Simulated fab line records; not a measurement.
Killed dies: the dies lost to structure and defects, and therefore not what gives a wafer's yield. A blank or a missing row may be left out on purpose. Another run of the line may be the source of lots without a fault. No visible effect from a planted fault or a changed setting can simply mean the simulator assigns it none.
fab line records    flow n5-finfet    part 1 of 2: steps 1 to 21 of 27
record: lots: 5  wafers: 15  last-day: 18
route steps=1938 shown BEOL_M10@1489
lots that met no fault: from a run of the same line without faults
start-h: hours from the record's first day to the start of the lot's first wafer shown    wait-h: hours since the lot's step before    " repeats the value in the row above    L1.1+2: a single row standing in for several wafers    - no value, or no start given    * or withheld: withheld    < > ~ a bound
route shown NAME@n: NAME is a module with steps in the file, n the number in the route of the first one    usual: the fault-free wafers' mean and standard deviation    same: alike in all rows    chamber/n: place in a boat    sites: each site's reading    _std_site: standard deviation of those values    _edge_site: outer sites' mean less inner sites'    radius-mm: for every site, how far away it sits from the centre of the wafer    mask NAME#n: copy n    behind: tool/chamber where the wafer was last shaped    hold: cause of the lot's hold/its duration in hours/its outcome    device: transistor that didn't switch, given as n, p or np    end of line: the tests these same wafers got at the end of their route    where a step has no rows: the recipe by itself    killed: not the wafer's yield, but the dies lost to structure and defects at the first sort    map: the dies of a wafer, with x for killed, . for not killed, _ for no die there
set.NAME: the setting as run; set.NAME@STEP: as run at that earlier step    model.NAME: the simulator's own value behind a step, which no gauge read
lots seen at some steps along the route; tables by step, rows by wafer
services: when a tool's chamber went out of use (start-h, in hours from the record's first day, below 0 if earlier), for how many hours, and the reason
== steps ==
step: N5_BEOL_M10_STRIP_68
recipe: chemistry: N2/H2  temp-c: 40  n2-flow-sccm: 200  h2-flow-sccm: 200  rf-frequency-hz: 6e+07
lot.wafer   tool         chamber  start-h  wait-h
L075.2+4+5  rie-diel-05  1,2,3    264.54   0.1
L077.1+3+5  rie-diel-03  0,1,2    272.35   0.1
L078.2+3+5  rie-diel-01  0,1,1    277.82   0.1
L080.2+5+6  rie-diel-01  3,0,3    294.77   0.1
L092.1+4+6  rie-diel-05  1,3,1    368.55   0.1
step: N5_BEOL_M10_STRIP_67
recipe: chemistry: CF4  resist: SiARC  power-w: 300  bias-power-w: 75  pressure-mtorr: 50  cf4-flow-sccm: 150  rf-frequency-hz: 6e+07
usual: bias-power-w: 75.01/0.22  drypump-motor-current-A: 5.7/0.42  oes-product-au: 0.82/0.061  rf-vpp-V: 271.3/1.9  showerhead-plenum-p-Torr: 1.81/0.081  throttle-valve-pct: 13.55/0.19
lot.wafer  tool         chamber  start-h  wait-h  bias-power-w  drypump-motor-current-A  oes-product-au  rf-hours-counter-h  rf-vpp-V  showerhead-plenum-p-Torr  throttle-valve-pct
L075.2     rie-diel-05  1        264.55   0.0     74.84         5.5                      0.86            46                  271.3     1.76                      13.45
L075.4     "            2        "        "       75.17         5.7                      0.81            89                  273.7     1.89                      13.51
L075.5     "            3        "        "       75.38         5.5                      0.91            -                   271.0     1.84                      13.50
L077.1     rie-diel-03  0        272.36   0.0     74.82         5.6                      0.89            28                  274.0     1.92                      13.28
L077.3     "            1        "        "       75.15         5.5                      0.83            81                  272.0     1.86                      13.45
L077.5     "            2        "        "       74.76         5.6                      0.98            -                   273.8     1.90                      13.35
L078.2     rie-diel-01  0        277.83   0.0     75.50         5.6                      0.84            58                  269.5     1.75                      13.50
L078.3     "            1        "        "       75.02         5.8                      0.83            94                  269.9     1.75                      13.45
L078.5     "            1        "        "       75.22         5.8                      0.84            -                   269.2     1.75                      13.43
L080.2     rie-diel-01  3        294.78   0.0     74.76         6.4                      0.82            74                  273.3     1.90                      13.82
L080.5     "            0        "        "       74.80         5.6                      0.83            -                   270.7     1.74                      13.51
L080.6     "            3        "        "       75.25         6.4                      0.82            -                   273.9     1.90                      13.80
L092.1     rie-diel-05  1        368.56   0.0     74.73         5.6                      0.82            81                  270.1     1.75                      13.53
L092.4     "            3        "        "       74.98         5.5                      0.84            47                  270.4     1.83                      13.58
L092.6     "            1        "        "       74.70         5.5                      0.82            -                   269.7     1.75                      13.51
step: N5_BEOL_M10_HM_OPEN_17
recipe: chemistry: Cl2/BCl3  target-depth-a: 200  overetch-a: 60  target: TiN  mask-material: SOC  ion-energy-ev: 150  pressure-mtorr: 10  icp-w: 1000  bias-w: 126  Cl2_flow_sccm: 53.25  bcl3-flow-sccm: 21.75  Ar_flow_sccm: 25
usual: drypump-motor-current-A: 5.5/0.37  oes_ar_750_au: 0.74/0.11  oes-product-au: 0.64/0.1  throttle-valve-pct: 22.29/0.26
lot.wafer  tool          chamber  start-h  wait-h  drypump-motor-current-A  oes_ar_750_au  oes-product-au  rf-hours-counter-h  throttle-valve-pct
L075.2     rie-metal-03  0        264.59   0.0     5.3                      0.62           0.55            113                 22.57
L075.4     "             1        "        "       6.0                      0.77           0.65            -                   22.16
L075.5     "             0        "        "       5.3                      0.62           0.55            -                   22.57
L077.1     rie-metal-02  1        272.40   0.0     5.1                      0.67           0.57            93                  22.11
L077.3     "             0        "        "       6.0                      0.62           0.55            -                   22.99
L077.5     "             1        "        "       5.1                      0.67           0.57            -                   22.11
L078.2     rie-metal-03  0        277.87   0.0     5.3                      0.62           0.54            114                 22.58
L078.3     "             1        "        "       6.1                      0.77           0.65            -                   22.13
L078.5     "             1        "        "       6.0                      0.77           0.65            -                   22.16
L080.2     rie-metal-01  0        294.82   0.0     5.6                      0.66           0.54            95                  22.32
L080.5     "             0        "        "       5.6                      0.66           0.54            -                   22.33
L080.6     "             1        "        "       5.3                      0.66           0.59            -                   22.02
L092.1     rie-metal-03  0        368.60   0.0     5.3                      0.90           0.79            5                   22.53
L092.4     "             1        "        "       6.0                      0.75           0.64            -                   22.16
L092.6     "             1        "        "       6.0                      0.75           0.64            -                   22.15
step: N5_BEOL_M10_STRIP_19
recipe: chemistry: O2  power-w: 400  temp-c: 40  pressure-mtorr: 30  rf-frequency-hz: 6e+07  bias-power-w: 0  overash-fraction: 0.2  o2-flow-sccm: 225
usual: drypump-motor-current-A: 5.7/0.4  o2-flow-sccm: 225.1/0.67  oes-product-au: 0.82/0.056  rf-vpp-V: 3.6/0.61  showerhead-plenum-p-Torr: 2.11/0.1  throttle-valve-pct: 16.67/0.24
same: bias-power-w: 0
lot.wafer  tool         chamber  start-h  wait-h  drypump-motor-current-A  o2-flow-sccm  oes-product-au  rf-hours-counter-h  rf-vpp-V  showerhead-plenum-p-Torr  throttle-valve-pct
L075.2     rie-diel-01  3        264.79   0.2     6.5                      225.4         0.85            62                  4.4       2.23                      16.91
L075.4     "            0        "        "       5.6                      225.2         0.84            52                  2.7       2.03                      16.55
L075.5     "            0        "        "       5.6                      225.9         0.86            -                   3.4       2.03                      16.54
L077.1     rie-diel-01  1        273.09   0.7     5.8                      225.7         0.85            92                  5.3       2.05                      16.62
L077.3     "            2        "        "       5.1                      225.0         0.88            41                  3.6       2.03                      16.30
L077.5     "            1        "        "       5.8                      226.0         0.85            -                   3.9       2.05                      16.64
L078.2     rie-diel-01  0        278.32   0.4     5.6                      225.3         0.84            58                  3.5       2.02                      16.53
L078.3     "            1        "        "       5.8                      225.2         0.83            94                  3.3       2.05                      16.63
L078.5     "            1        "        "       5.8                      225.2         0.84            -                   4.2       2.05                      16.65
L080.2     rie-diel-03  2        294.98   0.1     5.7                      224.4         0.93            12                  3.8       2.26                      16.67
L080.5     "            0        "        "       5.6                      224.5         0.88            -                   3.5       2.21                      16.27
L080.6     "            1        "        "       5.4                      224.7         0.81            -                   3.9       2.20                      16.65
L092.1     rie-diel-01  2        368.72   0.1     5.1                      224.7         0.83            81                  3.8       2.02                      16.41
L092.4     "            3        "        "       6.4                      225.1         0.78            -                   3.1       2.21                      16.99
L092.6     "            1        "        "       5.8                      225.4         0.80            -                   4.2       2.04                      16.69
step: N5_BEOL_M10_CD_MEAS_18
recipe: pitch-nm: 140  target-cd-nm: 70
usual: cd-nm: 69.9/0.65
lot.wafer  tool       chamber  start-h  wait-h  cd-nm
L075.2     cd-sem-03  -        264.86   0.1     70.7
L075.4     "          -        "        "       69.2
L075.5     "          -        "        "       69.3
L077.1     cd-sem-02  -        273.16   0.0     70.0
L077.3     "          -        "        "       70.9
L077.5     "          -        "        "       70.3
L078.2     cd-sem-03  -        278.39   0.1     69.6
L078.3     "          -        "        "       70.5
L078.5     "          -        "        "       71.4
L080.2     cd-sem-03  -        295.06   0.1     71.0
L080.5     "          -        "        "       69.8
L080.6     "          -        "        "       69.5
L092.1     cd-sem-03  -        368.79   0.0     70.3
L092.4     "          -        "        "       70.0
L092.6     "          -        "        "       70.2
step: N5_BEOL_M10_COAT_63
recipe: resist: SOC  temp-c: 250  time-s: 60  spin-rpm: 1500  resist-thk-nm: 100
lot.wafer   tool            chamber  start-h  wait-h
L075.2+4+5  litho-track-01  0        265.11   0.2
L077.1+3+5  litho-track-04  0        273.20   0.0
L078.2+3+5  litho-track-01  0        280.51   2.1
L080.2+5+6  litho-track-05  0        295.10   0.0
L092.1+4+6  litho-track-04  0        370.10   1.3
step: N5_BEOL_M10_COAT_64
recipe: resist: SiARC  temp-c: 220  time-s: 60  spin-rpm: 1500  resist-thk-nm: 30
lot.wafer   tool            chamber  start-h  wait-h
L075.2+4+5  litho-track-01  0        -        -
L077.1+3+5  litho-track-04  0        -        -
L078.2+3+5  litho-track-01  0        -        -
L080.2+5+6  litho-track-05  0        -        -
L092.1+4+6  litho-track-04  0        -        -
step: N5_BEOL_M10_COAT_22
recipe: resist: CAR-ArF  spin-rpm: 1500  resist-thk-nm: 90
lot.wafer   tool            chamber  start-h  wait-h
L075.2+4+5  litho-track-01  0        -        -
L077.1+3+5  litho-track-04  0        -        -
L078.2+3+5  litho-track-01  0        -        -
L080.2+5+6  litho-track-05  0        -        -
L092.1+4+6  litho-track-04  0        -        -
step: N5_BEOL_M10_EBR_24
recipe: solvent: PGMEA  ebr-width-mm: 1.5
lot.wafer   tool            chamber  start-h  wait-h
L075.2+4+5  litho-track-01  0        -        -
L077.1+3+5  litho-track-04  0        -        -
L078.2+3+5  litho-track-01  0        -        -
L080.2+5+6  litho-track-05  0        -        -
L092.1+4+6  litho-track-04  0        -        -
step: N5_BEOL_M10_SOFTBAKE_23
recipe: temp-c: 110  time-s: 60  resist: CAR-ArF
lot.wafer   tool            chamber  start-h  wait-h
L075.2+4+5  litho-track-01  0        -        -
L077.1+3+5  litho-track-04  0        -        -
L078.2+3+5  litho-track-01  0        -        -
L080.2+5+6  litho-track-05  0        -        -
L092.1+4+6  litho-track-04  0        -        -
step: N5_BEOL_M10_EXPOSE_25
recipe: mask-id: V9  na: 1.35  source-shape: annular  sigma-inner: 0.5  sigma-outer: 0.8  polarization: unpolarized  dose-mj: 85.5
usual: exposure-dose-mJ-cm2: 85.45/0.09
lot.wafer  tool             chamber  start-h  wait-h  mask  exposure-dose-mJ-cm2
L075.2     arfi-scanner-01  0        265.38   -       V9#0  85.57
L075.4     "                0        "        "       V9#0  85.53
L075.5     "                0        "        "       V9#0  85.60
L077.1     arfi-scanner-01  0        273.32   -       V9#0  85.29
L077.3     "                0        "        "       V9#0  85.41
L077.5     "                0        "        "       V9#0  85.37
L078.2     arfi-scanner-02  0        280.76   -       V9#0  85.51
L078.3     "                0        "        "       V9#0  85.60
L078.5     "                0        "        "       V9#0  85.52
L080.2     arfi-scanner-03  0        295.35   -       V9#0  85.43
L080.5     "                0        "        "       V9#0  85.35
L080.6     "                0        "        "       V9#0  85.37
L092.1     arfi-scanner-02  0        370.34   -       V9#0  85.47
L092.4     "                0        "        "       V9#0  85.39
L092.6     "                0        "        "       V9#0  85.39
step: N5_BEOL_M10_PEB_26
recipe: peb-temp-c: withheld  peb-time-s: 60  resist: CAR-ArF
lot.wafer   tool            chamber  start-h  wait-h
L075.2+4+5  litho-track-04  0        265.44   0.1
L077.1+3+5  litho-track-05  0        273.38   0.1
L078.2+3+5  litho-track-04  0        280.82   0.1
L080.2+5+6  litho-track-04  0        295.41   0.1
L092.1+4+6  litho-track-01  0        370.41   0.1
step: N5_BEOL_M10_DEVELOP_27
recipe: develop-time-s: 30  developer: TMAH  resist: CAR-ArF  rinse-liquid: diw  dry: air-spin  dev-temp-c: 23
lot.wafer   tool            chamber  start-h  wait-h
L075.2+4+5  litho-track-04  0        -        -
L077.1+3+5  litho-track-05  0        -        -
L078.2+3+5  litho-track-04  0        -        -
L080.2+5+6  litho-track-04  0        -        -
L092.1+4+6  litho-track-01  0        -        -
step: N5_BEOL_M10_CD_MEAS_28
recipe: target-cd-nm: 70  landing-energy-ev: 500  detector: se-inlens  polarity: opening
usual: cd-nm: 69.8/1
lot.wafer  tool       chamber  start-h  wait-h  cd-nm
L075.2     cd-sem-01  0        265.51   -       69.4
L075.4     "          0        "        "       69.3
L075.5     "          0        "        "       68.8
L077.1     cd-sem-02  0        273.45   -       69.2
L077.3     "          0        "        "       70.4
L077.5     "          0        "        "       68.8
L078.2     cd-sem-02  0        280.88   -       69.6
L078.3     "          0        "        "       69.2
L078.5     "          0        "        "       69.5
L080.2     cd-sem-02  0        295.48   -       69.5
L080.5     "          0        "        "       68.5
L080.6     "          0        "        "       70.5
L092.1     cd-sem-02  0        370.48   -       68.0
L092.4     "          0        "        "       69.9
L092.6     "          0        "        "       69.7
step: N5_BEOL_M10_OVL_MEAS_29
recipe: points-per-wafer: 44
usual: V9_OVL: -0.6/0.72
lot.wafer  tool        chamber  start-h  wait-h  V9_OVL[nm]
L075.2     overlay-01  0        265.53   0.0     -1.1
L075.4     "           0        "        "       -0.9
L075.5     "           0        "        "       -0.3
L077.1     overlay-02  0        273.48   0.0     -1.5
L077.3     "           0        "        "       -0.4
L077.5     "           0        "        "       0.2
L078.2     overlay-02  0        280.91   0.0     -1.9
L078.3     "           0        "        "       -0.2
L078.5     "           0        "        "       -0.8
L080.2     overlay-01  0        295.50   0.0     -1.2
L080.5     "           0        "        "       -0.1
L080.6     "           0        "        "       -1.1
L092.1     overlay-02  0        370.51   0.0     -1.1
L092.4     "           0        "        "       0.7
L092.6     "           0        "        "       0.2
step: N5_BEOL_M10_INSPECT_30
recipe: mode: adi  inspect-instrument: brightfield
usual: raw-defect-count: 406/84
lot.wafer  tool               chamber  start-h  wait-h  raw-defect-count
L075.2     defect-inspect-01  -        265.56   0.0     375
L075.4     "                  -        "        "       377
L075.5     "                  -        "        "       371
L077.1     defect-inspect-01  -        273.50   0.0     335
L077.3     "                  -        "        "       369
L077.5     "                  -        "        "       340
L078.2     defect-inspect-01  -        280.94   0.0     540
L078.3     "                  -        "        "       394
L078.5     "                  -        "        "       362
L080.2     defect-inspect-01  -        295.53   0.0     449
L080.5     "                  -        "        "       508
L080.6     "                  -        "        "       421
L092.1     defect-inspect-02  -        370.53   0.0     606
L092.4     "                  -        "        "       587
L092.6     "                  -        "        "       369
step: N5_BEOL_M10_DESCUM_33
recipe: chemistry: O2  time-s: 7.9  source-power-w: 50  bias-power-w: 20  pressure-mtorr: 20  rf-frequency-hz: 2.712e+07  temp-c: 40  resist: CAR-ArF  o2-flow-sccm: 225
usual: bias-power-w: 20.00/0.065  drypump-motor-current-A: 5.7/0.33  o2-flow-sccm: 225.0/0.74  oes-product-au: 0.82/0.07  rf-vpp-V: 243.4/1.7  showerhead-plenum-p-Torr: 2.12/0.1  throttle-valve-pct: 20.44/0.21
lot.wafer  tool         chamber  start-h  wait-h  bias-power-w  drypump-motor-current-A  o2-flow-sccm  oes-product-au  rf-hours-counter-h  rf-vpp-V  showerhead-plenum-p-Torr  throttle-valve-pct
L075.2     rie-diel-01  0        267.57   2.0     20.05         5.6                      226.2         0.84            53                  241.3     2.02                      20.30
L075.4     "            3        "        "       19.95         6.5                      226.4         0.83            63                  244.8     2.22                      20.73
L075.5     "            1        "        "       19.92         5.8                      224.5         0.84            -                   242.6     2.05                      20.45
L077.1     rie-diel-03  1        275.53   2.0     19.99         5.4                      224.5         0.83            82                  246.2     2.20                      20.49
L077.3     "            3        "        "       20.10         6.4                      225.1         0.69            219                 242.4     2.08                      20.41
L077.5     "            3        "        "       20.12         6.4                      224.5         0.69            -                   243.6     2.08                      20.39
L078.2     rie-diel-03  2        280.97   0.0     19.99         5.7                      225.8         0.94            5                   245.3     2.26                      20.45
L078.3     "            3        "        "       19.96         6.5                      224.7         0.69            221                 242.6     2.08                      20.39
L078.5     "            0        "        "       20.04         5.6                      225.3         0.89            -                   245.8     2.21                      20.05
L080.2     rie-diel-05  2        295.56   0.0     20.04         5.6                      225.2         0.80            96                  244.5     2.21                      20.50
L080.5     "            2        "        "       20.02         5.7                      224.7         0.81            -                   244.2     2.21                      20.47
L080.6     "            3        "        "       19.97         5.5                      225.4         0.90            -                   243.8     2.14                      20.43
L092.1     rie-diel-05  2        370.57   0.0     19.94         5.7                      224.9         0.77            123                 244.1     2.20                      20.52
L092.4     "            0        "        "       19.92         5.6                      225.7         0.74            179                 239.9     1.92                      20.90
L092.6     "            1        "        "       19.94         5.6                      225.2         0.81            -                   242.8     2.02                      20.33
step: N5_BEOL_M10_ETCH_65
recipe: chemistry: CF4  target: SiARC  target-depth-a: 390  mask-material: CAR-ArF  time-s: 65  ion-energy-ev: 80  pressure-mtorr: 40  source-w: 545  bias-w: 36  Ar_flow_sccm: 100  cf4-flow-sccm: 100  ends: cleared
usual: drypump-motor-current-A: 5.7/0.33  etch-rf-on-time-s: 64.8/1.8  oes-product-au: 0.70/0.058  rf-vpp-V: 184.2/1.5  showerhead-plenum-p-Torr: 2.16/0.097  throttle-valve-pct: 15.57/0.18
lot.wafer  tool         chamber  start-h  wait-h  drypump-motor-current-A  etch-rf-on-time-s  oes-product-au  rf-hours-counter-h  rf-vpp-V  showerhead-plenum-p-Torr  throttle-valve-pct
L075.2     rie-diel-01  0        267.60   0.0     5.6                      66.6               0.72            53                  184.0     2.09                      15.54
L075.4     "            3        "        "       6.5                      62.2               0.73            63                  186.2     2.28                      15.89
L075.5     "            1        "        "       5.8                      62.6               0.74            -                   183.6     2.09                      15.48
L077.1     rie-diel-03  1        275.56   0.0     5.4                      64.5               0.71            83                  185.5     2.24                      15.55
L077.3     "            3        "        "       6.4                      64.9               0.59            219                 183.0     2.11                      15.54
L077.5     "            3        "        "       6.4                      64.7               0.59            -                   182.8     2.11                      15.55
L078.2     rie-diel-03  2        281.01   0.0     5.7                      67.4               0.79            5                   185.7     2.27                      15.42
L078.3     "            3        "        "       6.4                      63.5               0.60            221                 183.0     2.11                      15.55
L078.5     "            0        "        "       5.6                      63.6               0.76            -                   184.6     2.28                      15.28
L080.2     rie-diel-05  2        295.60   0.0     5.6                      67.1               0.67            96                  184.1     2.24                      15.54
L080.5     "            2        "        "       5.6                      66.2               0.67            -                   184.7     2.24                      15.54
L080.6     "            3        "        "       5.5                      63.1               0.77            -                   184.4     2.19                      15.60
L092.1     rie-diel-05  2        370.60   0.0     5.6                      67.1               0.65            123                 185.3     2.23                      15.59
L092.4     "            0        "        "       5.5                      65.6               0.62            179                 181.6     1.96                      15.98
L092.6     "            1        "        "       5.5                      65.8               0.70            -                   182.6     2.09                      15.59
step: N5_BEOL_M10_ETCH_66
recipe: chemistry: N2/H2  target: SOC  target-depth-a: 1200  overetch-a: 240  mask-material: SiARC  temp-c: 40  time-s: 180  ion-energy-ev: 200  pressure-mtorr: 30  source-w: 840  bias-w: 150  n2-flow-sccm: 200  h2-flow-sccm: 200
usual: drypump-motor-current-A: 5.7/0.33  n2-flow-sccm: 200.0/0.59  oes-product-au: 0.66/0.055  rf-vpp-V: 525/3.4  showerhead-plenum-p-Torr: 2.58/0.12  throttle-valve-pct: 17.81/0.25
lot.wafer  tool         chamber  start-h  wait-h  drypump-motor-current-A  n2-flow-sccm  oes-product-au  rf-hours-counter-h  rf-vpp-V  showerhead-plenum-p-Torr  throttle-valve-pct
L075.2     rie-diel-01  0        267.65   0.0     5.6                      199.3         0.68            53                  523       2.48                      17.80
L075.4     "            3        "        "       6.5                      200.6         0.68            63                  529       2.68                      17.89
L075.5     "            1        "        "       5.8                      200.0         0.68            -                   522       2.48                      17.89
L077.1     rie-diel-03  1        275.61   0.0     5.5                      200.0         0.66            83                  527       2.70                      18.00
L077.3     "            3        "        "       6.5                      200.1         0.56            219                 524       2.49                      17.55
L077.5     "            3        "        "       6.4                      199.0         0.56            -                   524       2.49                      17.54
L078.2     rie-diel-03  2        281.06   0.0     5.7                      199.1         0.76            5                   528       2.73                      17.75
L078.3     "            3        "        "       6.4                      199.8         0.56            221                 523       2.49                      17.54
L078.5     "            0        "        "       5.6                      199.7         0.72            -                   529       2.70                      17.52
L080.2     rie-diel-05  2        295.65   0.0     5.6                      198.9         0.65            96                  527       2.65                      17.67
L080.5     "            2        "        "       5.6                      199.4         0.65            -                   526       2.65                      17.68
L080.6     "            3        "        "       5.5                      201.2         0.72            -                   526       2.61                      17.76
L092.1     rie-diel-05  2        370.65   0.0     5.6                      199.9         0.63            123                 527       2.64                      17.73
L092.4     "            0        "        "       5.5                      201.3         0.60            179                 518       2.34                      18.33
L092.6     "            1        "        "       5.6                      199.7         0.66            -                   521       2.47                      17.85
step: N5_BEOL_M10_STRIP_69
recipe: chemistry: N2/H2  temp-c: 40  n2-flow-sccm: 200  h2-flow-sccm: 200  rf-frequency-hz: 6e+07
lot.wafer   tool         chamber  start-h  wait-h
L075.2+4+5  rie-diel-01  0,3,1    267.77   0.1
L077.1+3+5  rie-diel-03  1,3,3    275.73   0.1
L078.2+3+5  rie-diel-03  2,3,0    281.17   0.1
L080.2+5+6  rie-diel-05  2,2,3    295.76   0.1
L092.1+4+6  rie-diel-05  2,0,1    370.77   0.1
step: N5_BEOL_M10_VIA_ETCH_34
recipe: chemistry: C4F6/O2  target: SiCOH_lowk  target-depth-a: 1845  mask-material: SOC  taper-deg: 4  time-s: 69.2  ion-energy-ev: 250  pressure-mtorr: 30  source-w: 345  bias-w: 185  Ar_flow_sccm: 300  C4F6_flow_sccm: 10  O2_flow_sccm: 10
usual: drypump-motor-current-A: 5.7/0.34  oes_ar_750_au: 0.82/0.069  oes_o_777_au: 0.82/0.069  oes-product-au: 0.82/0.068  rf-vpp-V: 675/13  showerhead-plenum-p-Torr: 2.88/0.13  throttle-valve-pct: 20.88/0.21
lot.wafer  tool         chamber  start-h  wait-h  drypump-motor-current-A  oes_ar_750_au  oes_o_777_au  oes-product-au  rf-hours-counter-h  rf-vpp-V  showerhead-plenum-p-Torr  throttle-valve-pct
L075.2     rie-diel-01  0        267.78   0.0     5.7                      0.83           0.80          0.84            53                  671       2.78                      20.90
L075.4     "            3        "        "       6.5                      0.85           0.87          0.85            63                  683       3.03                      21.31
L075.5     "            1        "        "       5.8                      0.85           0.89          0.85            -                   660       2.77                      20.81
L077.1     rie-diel-03  1        275.74   0.0     5.4                      0.84           0.85          0.85            83                  685       2.99                      20.98
L077.3     "            3        "        "       6.5                      0.69           0.70          0.70            219                 688       2.80                      20.72
L077.5     "            3        "        "       6.4                      0.69           0.69          0.70            -                   687       2.80                      20.72
L078.2     rie-diel-03  2        281.18   0.0     5.7                      0.94           0.95          0.94            5                   685       3.03                      20.80
L078.3     "            3        "        "       6.5                      0.69           0.70          0.70            221                 690       2.80                      20.70
L078.5     "            0        "        "       5.6                      0.89           0.88          0.89            -                   682       3.00                      20.52
L080.2     rie-diel-05  2        295.77   0.0     5.6                      0.79           0.81          0.79            96                  681       2.96                      20.74
L080.5     "            2        "        "       5.6                      0.80           0.81          0.79            -                   680       2.96                      20.76
L080.6     "            3        "        "       5.5                      0.91           0.92          0.90            -                   678       2.91                      20.93
L092.1     rie-diel-05  2        370.78   0.0     5.6                      0.78           0.79          0.77            123                 680       2.95                      20.78
L092.4     "            0        "        "       5.5                      0.74           0.74          0.73            179                 652       2.60                      21.26
L092.6     "            1        "        "       5.5                      0.81           0.79          0.80            -                   653       2.78                      20.96
